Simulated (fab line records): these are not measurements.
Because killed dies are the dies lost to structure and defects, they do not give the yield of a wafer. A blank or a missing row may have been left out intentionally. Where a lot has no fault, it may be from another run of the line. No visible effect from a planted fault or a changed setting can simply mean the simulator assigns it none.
fab line records | flow nand-harc | part 2 of 2: steps 5 to 6 of 6
record: lots: 23 wafers: 69 last-day: 32
route steps=1302 shown A_SLIT@937 A_CONTACT@1012
lots that met no fault: taken from a fault-free run of the same line
start-h: the number of hours between the record's first day and the start of the first shown wafer of the lot | wait-h: time in hours since the lot's previous step | " same as the row above | L1.1+2: a row that stands for several wafers | - no value, or no start was given | * or withheld: withheld | < > ~ a bound
route shown NAME@n: names a module that has steps shown in the file, with the first one's number in the route | usual: mean/standard deviation taken from wafers without a fault | same: alike in all rows | chamber/n: place in a boat | sites: each site's reading | _std_site: standard deviation across them | _edge_site: outer sites' mean less inner sites' | radius-mm: how far each site lies from the wafer's centre | mask NAME#n: copy n | behind: the tool/chamber that last shaped the wafer | hold: the reason the lot was held/the length of the hold in hours/how it ended | device: the n, p or np transistor that did not switch | end of line: the same wafers' tests at the end of the route | a step given without rows: its recipe and nothing more | killed: at the first sort, the dies lost to defects and structure; wafer yield is something else | map: the dies of a wafer, with x for killed, . for not killed, _ for no die there
set.NAME: the setting the step ran with; set.NAME@STEP: the setting that earlier step ran with | model.NAME: the simulator's own value behind a step, which no gauge read
one table for each step of the route and one row for each wafer, over a sample of lots
services: the hour from which a tool's chamber was out of use, counted from the record's first day as start-h (under 0 if before that day), plus the number of hours and why
== steps ==
step: NHARC_A_CONTACT_DESCUM_74
recipe: time-s: 3 o2-flow-sccm: 200 ar-flow-sccm: 0 bias-power-w: 0 chemistry: O2
usual: drypump-motor-current-A: 5.6/0.42 oes-product-au: 1.001/0.0088 rf-vpp-V: 57.7/0.87 showerhead-plenum-p-Torr: 1.89/0.09 throttle-valve-pct: 11.310/0.0093
columns lot.wafer tool chamber start-h wait-h drypump-motor-current-A oes-product-au rf-hours-counter-h rf-vpp-V showerhead-plenum-p-Torr throttle-valve-pct
L074.2 rie-diel-02 3 478.16 0.1 5.8 1.002 15 56.7 1.86 11.320
L074.3 " 1 " " 6.2 1.013 16 59.1 1.85 11.306
L074.6 " 2 " " 5.4 1.006 - 57.2 1.83 11.325
L075.3 rie-diel-07 0 486.91 0.1 4.8 0.989 7 56.9 1.97 11.311
L075.6 " 1 " " 5.7 1.000 - 60.2 2.05 11.315
L075.5 " 2 " " 6.1 0.988 - 57.8 1.97 11.305
L076.2 rie-diel-02 3 503.86 0.1 5.8 0.994 20 56.9 1.85 11.308
L076.4 " 1 " " 6.2 1.023 21 57.3 1.85 11.328
L076.5 " 2 " " 5.4 0.989 - 57.8 1.83 11.298
L078.4 rie-diel-01 2 504.35 0.1 5.9 0.994 51 58.8 2.00 11.308
L078.1 " 3 " " 5.5 1.001 46 57.5 1.97 11.312
L078.6 " 2 " " 5.9 0.991 - 57.7 2.00 11.299
L077.3 rie-diel-01 2 532.68 0.1 5.9 1.006 63 59.2 2.00 11.316
L077.4 " 3 " " 5.6 1.011 56 56.6 1.96 11.308
L077.5 " 2 " " 5.9 1.006 - 58.0 2.00 11.306
L079.2 rie-diel-02 3 534.65 0.1 5.8 0.997 23 58.3 1.85 11.322
L079.3 " 1 " " 6.1 1.019 24 58.0 1.85 11.310
L079.6 " 3 " " 5.8 0.994 - 56.4 1.85 11.300
L080.1 rie-diel-02 2 537.87 0.1 5.4 0.999 22 57.7 1.83 11.316
L080.3 " 3 " " 5.9 0.994 24 58.3 1.85 11.309
L080.5 " 1 " " 6.1 1.029 - 57.5 1.85 11.320
L081.4 rie-diel-07 2 561.44 0.1 6.1 0.980 42 58.5 1.96 11.315
L081.1 " 3 " " 4.6 0.994 43 57.7 1.82 11.317
L081.6 " 1 " " 5.7 1.008 - 58.3 2.04 11.316
L082.4 rie-diel-02 1 568.33 0.1 6.2 1.004 1 57.2 1.84 11.319
L082.2 " 3 " " 5.8 0.992 2 57.2 1.85 11.312
L082.3 " 0 " " 5.7 1.002 2 57.1 1.77 11.304
L083.1 rie-diel-02 3 578.18 0.1 5.8 1.004 5 56.7 1.85 11.310
L083.2 " 1 " " 6.2 1.002 3 58.2 1.84 11.312
L083.6 " 2 " " 5.4 1.001 - 55.9 1.83 11.318
L084.1 rie-diel-02 3 581.94 0.1 5.9 1.004 6 58.1 1.85 11.326
L084.2 " 0 " " 5.7 1.009 5 56.3 1.77 11.298
L084.4 " 2 " " 5.4 0.996 5 57.5 1.83 11.304
L086.3 rie-diel-07 3 600.53 0.1 4.7 1.006 55 57.4 1.81 11.308
L086.2 " 2 " " 6.1 0.993 53 59.6 1.96 11.310
L086.6 " 3 " " 4.7 1.002 - 56.3 1.82 11.301
L087.2 rie-diel-01 2 605.74 0.1 5.9 1.008 22 56.6 1.99 11.309
L087.1 " 3 " " 5.5 1.000 19 59.5 1.96 11.300
L087.3 " 0 " " 4.9 1.008 20 56.9 1.86 11.303
L088.4 rie-diel-07 1 612.71 0.1 5.7 0.996 51 58.0 2.04 11.300
L088.2 " 2 " " 6.1 1.000 56 58.5 1.96 11.303
L088.5 " 1 " " 5.7 1.001 - 58.3 2.04 11.305
L089.3 rie-diel-02 3 614.52 0.1 5.8 1.007 12 57.0 1.85 11.300
L089.4 " 0 " " 5.7 1.004 11 57.3 1.77 11.307
L089.6 " 2 " " 5.4 1.002 - 59.0 1.82 11.307
L090.4 rie-diel-01 3 621.86 0.1 5.5 1.012 25 58.8 1.96 11.317
L090.3 " 0 " " 4.9 1.018 27 58.1 1.85 11.321
L090.6 " 1 " " 5.9 1.013 - 57.3 2.07 11.323
L092.3 rie-diel-02 2 652.45 0.1 5.4 1.004 17 58.0 1.82 11.296
L092.5 " 3 " " 5.8 1.002 - 57.4 1.85 11.324
L092.6 " 2 " " 5.5 0.996 - 59.3 1.82 11.331
L091.1 rie-diel-07 2 654.93 0.1 6.1 1.011 4 58.3 1.95 11.304
L091.6 " 0 " " 4.8 1.002 - 58.1 1.96 11.289
L091.5 " 1 " " 5.7 1.012 - 58.5 2.03 11.322
L094.4 rie-diel-07 0 680.26 0.1 4.8 0.983 17 57.8 1.95 11.313
L094.5 " 0 " " 4.8 0.988 - 58.3 1.95 11.306
L094.6 " 1 " " 5.7 0.997 - 56.7 2.03 11.317
L093.2 rie-diel-01 3 680.54 0.1 5.5 0.998 39 57.4 1.95 11.316
L093.3 " 0 " " 4.9 0.999 41 57.6 1.85 11.307
L093.4 " 2 " " 5.9 1.010 39 59.0 1.99 11.306
L096.2 rie-diel-02 0 694.04 0.1 5.7 1.004 19 57.0 1.76 11.313
L096.4 " 2 " " 5.4 0.993 24 56.6 1.82 11.316
L096.1 " 3 " " 5.8 0.989 25 56.1 1.84 11.314
L095.2 rie-diel-02 2 697.29 0.1 5.4 0.992 25 55.4 1.82 11.305
L095.4 " 3 " " 5.8 1.006 26 57.3 1.84 11.307
L095.5 " 2 " " 5.4 0.998 - 57.8 1.82 11.291
L097.1 rie-diel-02 1 705.58 0.1 6.2 0.999 25 57.8 1.84 11.319
L097.2 " 3 " " 5.9 1.000 28 57.7 1.84 11.309
L097.3 " 0 " " 5.7 1.005 21 58.7 1.76 11.305
step: NHARC_A_CONTACT_ETCH_77
recipe: target-depth-a: 1089 time-s: 54.5 cf4-flow-sccm: 100 chf3-flow-sccm: 30 ar-flow-sccm: 0 rf-w: 500 bias-w: 200 chemistry: CF4/CHF3
usual: drypump-motor-current-A: 5.6/0.45 oes-product-au: 0.942/0.023 rf-vpp-V: 369.8/2.4 showerhead-plenum-p-Torr: 1.55/0.068 throttle-valve-pct: 16.801/0.0091
columns lot.wafer tool chamber start-h wait-h drypump-motor-current-A oes-product-au rf-hours-counter-h rf-vpp-V showerhead-plenum-p-Torr throttle-valve-pct
L074.2 rie-diel-02 0 - - 5.7 0.945 17 365.5 1.46 16.785
L074.3 " 2 " " 5.4 0.916 14 367.3 1.51 16.798
L074.6 " 0 " " 5.7 0.946 - 365.9 1.46 16.802
L075.3 rie-diel-07 3 - - 4.7 0.932 10 367.2 1.51 16.795
L075.5 " 0 " " 4.8 0.910 - 371.8 1.62 16.803
L075.6 " 1 " " 5.7 0.930 - 373.9 1.68 16.798
L076.4 rie-diel-02 3 - - 5.8 0.925 20 368.6 1.53 16.804
L076.2 " 0 " " 5.7 0.918 22 366.5 1.46 16.813
L076.5 " 1 " " 6.1 0.945 - 367.5 1.52 16.799
L078.1 rie-diel-01 1 - - 5.8 0.917 51 366.4 1.46 16.812
L078.4 " 2 " " 5.9 0.926 51 371.7 1.64 16.792
L078.6 " 0 " " 4.9 0.926 - 368.5 1.54 16.810
L077.4 rie-diel-01 3 - - 5.6 0.934 56 371.6 1.61 16.805
L077.3 " 2 " " 5.9 0.928 63 373.9 1.64 16.812
L077.5 " 3 " " 5.6 0.932 - 370.3 1.61 16.792
L079.3 rie-diel-02 1 - - 6.2 0.942 24 368.8 1.52 16.809
L079.2 " 2 " " 5.5 0.919 21 368.4 1.51 16.810
L079.6 " 2 " " 5.5 0.911 - 369.2 1.51 16.809
L080.3 rie-diel-02 2 - - 5.4 0.919 22 367.1 1.51 16.785
L080.1 " 0 " " 5.7 0.918 26 367.4 1.46 16.802
L080.5 " 2 " " 5.4 0.912 - 369.8 1.51 16.805
L081.4 rie-diel-07 3 - - 4.7 0.914 43 367.8 1.50 16.800
L081.1 " 0 " " 4.8 0.922 21 371.2 1.61 16.803
L081.6 " 3 " " 4.7 0.913 - 367.9 1.50 16.825
L082.4 rie-diel-02 2 - - 5.4 0.927 2 369.4 1.51 16.794
L082.2 " 3 " " 5.9 0.922 2 368.3 1.53 16.800
L082.3 " 1 " " 6.2 0.935 1 369.6 1.52 16.806
L083.1 rie-diel-02 2 - - 5.4 0.929 5 368.6 1.51 16.806
L083.2 " 3 " " 5.8 0.910 5 367.5 1.52 16.804
L083.6 " 2 " " 5.4 0.919 - 368.1 1.51 16.809
L084.2 rie-diel-02 1 - - 6.1 0.938 4 368.7 1.52 16.799
L084.4 " 2 " " 5.4 0.931 5 366.8 1.51 16.799
L084.1 " 0 " " 5.7 0.924 5 368.3 1.46 16.809
L086.3 rie-diel-07 1 - - 5.7 0.967 48 374.9 1.67 16.805
L086.2 " 2 " " 6.1 0.955 53 370.9 1.61 16.788
L086.6 " 2 " " 6.1 0.962 - 371.5 1.61 16.817
L087.1 rie-diel-01 1 - - 5.8 0.973 23 376.0 1.69 16.799
L087.2 " 2 " " 5.9 0.975 22 372.2 1.63 16.815
L087.3 " 3 " " 5.5 0.980 19 371.3 1.61 16.807
L088.4 rie-diel-07 1 - - 5.7 0.933 51 374.8 1.67 16.793
L088.2 " 3 " " 4.7 0.926 58 366.5 1.50 16.808
L088.5 " 1 " " 5.7 0.943 - 374.0 1.67 16.803
L089.3 rie-diel-02 0 - - 5.7 0.959 12 368.0 1.46 16.806
L089.4 " 1 " " 6.1 0.958 11 368.2 1.52 16.805
L089.6 " 0 " " 5.7 0.961 - 366.9 1.46 16.795
L090.3 rie-diel-01 3 - - 5.5 0.952 26 371.9 1.61 16.811
L090.4 " 1 " " 5.8 0.964 28 374.6 1.69 16.799
L090.6 " 3 " " 5.5 0.958 - 370.6 1.61 16.801
L092.3 rie-diel-02 2 - - 5.4 0.968 17 368.6 1.50 16.802
L092.6 " 3 " " 5.8 0.971 - 368.7 1.52 16.801
L092.5 " 1 " " 6.2 0.960 - 369.0 1.52 16.814
L091.1 rie-diel-07 1 - - 5.7 0.958 5 374.6 1.67 16.817
L091.5 " 2 " " 6.1 0.992 - 371.5 1.60 16.795
L091.6 " 3 " " 4.6 0.983 - 367.1 1.49 16.793
L094.4 rie-diel-07 2 - - 6.1 0.979 12 371.1 1.60 16.800
L094.5 " 0 " " 4.8 0.950 - 372.2 1.60 16.803
L094.6 " 1 " " 5.7 0.962 - 374.0 1.66 16.808
L093.3 rie-diel-01 3 - - 5.5 0.923 40 373.2 1.60 16.807
L093.2 " 0 " " 4.9 0.927 41 369.0 1.52 16.792
L093.4 " 2 " " 5.9 0.926 40 371.1 1.63 16.811
L096.4 rie-diel-02 0 - - 5.7 0.963 19 366.1 1.46 16.795
L096.2 " 1 " " 6.2 0.964 22 371.1 1.51 16.792
L096.1 " 2 " " 5.4 0.973 24 368.0 1.50 16.804
L095.4 rie-diel-02 1 - - 6.2 0.922 23 367.9 1.51 16.822
L095.2 " 2 " " 5.4 0.931 25 369.6 1.50 16.800
L095.5 " 1 " " 6.1 0.917 - 368.7 1.51 16.775
L097.3 rie-diel-02 0 - - 5.7 0.917 21 367.0 1.46 16.813
L097.1 " 1 " " 6.2 0.923 25 368.1 1.51 16.809
L097.2 " 2 " " 5.4 0.916 27 368.9 1.50 16.808
== services ==
columns tool chamber start-h hours kind
rie-diel-02 - 410.67 0.7 repair
rie-diel-10 0 420.97 1.8 repair
rie-diel-03 - 434.30 9.0 pm
rie-diel-07 2 441.62 3.3 repair
rie-diel-07 - 447.46 9.0 pm
rie-diel-02 2 449.30 12.6 repair
rie-diel-10 0 479.45 10.7 repair
rie-diel-07 0 505.31 35.7 repair
rie-diel-03 3 512.88 5.9 repair
rie-diel-03 1 522.15 7.5 repair
rie-diel-02 - 546.98 9.0 pm
rie-diel-03 0 549.00 8.6 repair
rie-diel-03 - 562.34 0.5 repair
rie-diel-10 - 572.50 9.0 pm
rie-diel-03 - 587.09 13.5 repair
rie-diel-10 2 594.51 12.0 repair
rie-diel-10 - 599.08 1.2 repair
rie-diel-03 - 611.30 9.0 pm
rie-diel-10 2 612.59 3.0 repair
rie-diel-10 3 635.63 26.0 repair
rie-diel-10 1 640.03 2.7 repair
rie-diel-02 0 642.01 23.0 repair
rie-diel-03 - 661.96 2.6 repair
rie-diel-03 2 683.83 13.8 repair
